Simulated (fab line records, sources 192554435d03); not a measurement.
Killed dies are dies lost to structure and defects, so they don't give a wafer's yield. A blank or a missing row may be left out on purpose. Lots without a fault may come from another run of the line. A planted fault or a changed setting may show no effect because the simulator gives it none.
Which tool did it? | flow n5_finfet | 12 lots, 36 wafers sampled, at 6 steps of a route of 1938

WHAT THE GAUGES READ, wafer by wafer
N5_BEOL_M5_CD_MEAS_28: target cd 30.6 nm, target cd y 20 nm.
lot  | measured     | on        | cd_nm (nm)
L075 | day 8 06:07  | cd_sem-01 | 30.81 30.93 30.85
L077 | day 9 16:45  | cd_sem-02 | 30.21 30.64 30.36
L079 | day 9 22:10  | cd_sem-02 | 30.34 31.38 30.73
L082 | day 9 23:26  | cd_sem-02 | 30.54 30.65 30.06
L081 | day 10 12:35 | cd_sem-01 | 30.86 30.63 30.53
L085 | day 11 07:23 | cd_sem-02 | 30.27 30.35 30.26
L087 | day 12 00:58 | cd_sem-03 | 30.37 30.68 30.58
L089 | day 12 17:59 | cd_sem-01 | 30.71 30.57 30.53
L090 | day 12 19:57 | cd_sem-01 | 30.73 30.63 30.55
L093 | day 13 03:46 | cd_sem-01 | 30.36 30.56 30.31
L095 | day 14 00:52 | cd_sem-01 | 30.45 30.38 30.42
L097 | day 14 07:28 | cd_sem-01 | 30.97 31.10 30.65

WHICH TOOL RAN EACH LOT (tool, then ch and the chambers of the sampled wafers, then the start)
lot  | N5_BEOL_M4_ETCHBACK_99             | N5_BEOL_M4_SPUTTER_79        | N5_BEOL_M4_SPUTTER_81        | N5_BEOL_M5_ETCH_62                 | N5_BEOL_M5_STRIP_19
L075 | rie_diel-04 ch 1,2,3, day 7 18:50  | pvd_sputter-01, day 7 20:34  | pvd_sputter-01, day 7 20:47  | rie_diel-06 ch 0,2,3, day 8 05:19  | rie_diel-06 ch 0,1,2, day 8 05:36
L077 | rie_diel-03 ch 0,1,3, day 9 07:34  | pvd_sputter-02, day 9 09:38  | pvd_sputter-02, day 9 09:52  | rie_diel-05 ch 2,3, day 9 14:51    | rie_diel-01 ch 1,2,3, day 9 15:16
L079 | rie_diel-04 ch 0,3, day 9 08:03    | pvd_sputter-02, day 9 11:29  | pvd_sputter-02, day 9 11:42  | rie_diel-01 ch 1,2,3, day 9 17:59  | rie_diel-01 ch 0,1,2, day 9 18:25
L082 | rie_diel-02 ch 0,2,3, day 9 14:05  | pvd_sputter-03, day 9 15:31  | pvd_sputter-03, day 9 15:44  | rie_diel-05 ch 0,2,3, day 9 22:07  | rie_diel-06 ch 3, day 9 22:35
L081 | rie_diel-02 ch 0,2,3, day 10 00:05 | pvd_sputter-03, day 10 01:46 | pvd_sputter-03, day 10 01:59 | rie_diel-06 ch 1,2,3, day 10 10:45 | rie_diel-06 ch 2,3, day 10 11:02
L085 | rie_diel-04 ch 0,1, day 10 20:56   | pvd_sputter-02, day 10 22:59 | pvd_sputter-02, day 10 23:13 | rie_diel-05 ch 0,1, day 11 04:53   | rie_diel-05 ch 0,1,2, day 11 05:21
L087 | rie_diel-04 ch 1,2, day 11 13:32   | pvd_sputter-03, day 11 15:10 | pvd_sputter-03, day 11 15:23 | rie_diel-01 ch 0,2,3, day 11 21:54 | rie_diel-01 ch 2,3, day 11 22:11
L089 | rie_diel-03 ch 0,3, day 12 07:04   | pvd_sputter-01, day 12 09:53 | pvd_sputter-01, day 12 10:06 | rie_diel-06 ch 1,2,3, day 12 17:05 | rie_diel-05 ch 2,3, day 12 17:31
L090 | rie_diel-04 ch 0,1,3, day 12 08:46 | pvd_sputter-01, day 12 11:50 | pvd_sputter-01, day 12 12:04 | rie_diel-05 ch 0,2,3, day 12 18:03 | rie_diel-01 ch 1,3, day 12 18:28
L093 | rie_diel-02 ch 2,3, day 12 16:01   | pvd_sputter-01, day 12 18:08 | pvd_sputter-01, day 12 18:21 | rie_diel-01 ch 2,3, day 13 02:26   | rie_diel-05 ch 0,2, day 13 02:44
L095 | rie_diel-02 ch 2,3, day 13 13:19   | pvd_sputter-02, day 13 15:26 | pvd_sputter-02, day 13 15:39 | rie_diel-06 ch 0,2,3, day 13 21:43 | rie_diel-01 ch 0,1,2, day 13 22:01
L097 | rie_diel-02 ch 2,3, day 13 21:47   | pvd_sputter-01, day 13 23:56 | pvd_sputter-01, day 14 00:09 | rie_diel-06 ch 1,2, day 14 06:19   | rie_diel-05 ch 0,1, day 14 06:50
- N5_BEOL_M4_ETCHBACK_99: etches SiO2 in CHF3, target depth 5 nm, time 10.4 s.
- N5_BEOL_M4_SPUTTER_79: material Cu, target thk 4.5 nm, time 8.29 s.
- N5_BEOL_M4_SPUTTER_81: material Cu, target thk 4.5 nm, time 8.29 s.
- N5_BEOL_M5_ETCH_62: etches SOC in N2/H2, target depth 75 nm, overetch 15 nm, time 112.5 s.
- N5_BEOL_M5_STRIP_19: strips in O2.

THE ANSWER, worked out from the rows above alone
Rule: what is usual is taken from the lots themselves. Put in order of their means at a reading, lots are off if they are a third of the lots or fewer, leave a main group of 4 or more, and stand apart from it by a gap of 3 or more times the standard deviation of the main group's means; of several such gaps the widest counts. A main group whose means are all the same, to the digits that the tables above print for the reading, isn't used. A lot without any number at a reading at which 4 lots or more have one is off too. The other lots that the step has rows for count as sound.
No lot is off at any reading shown: from this, nothing can be told.

WHAT THE SIMULATOR HAD PUT IN
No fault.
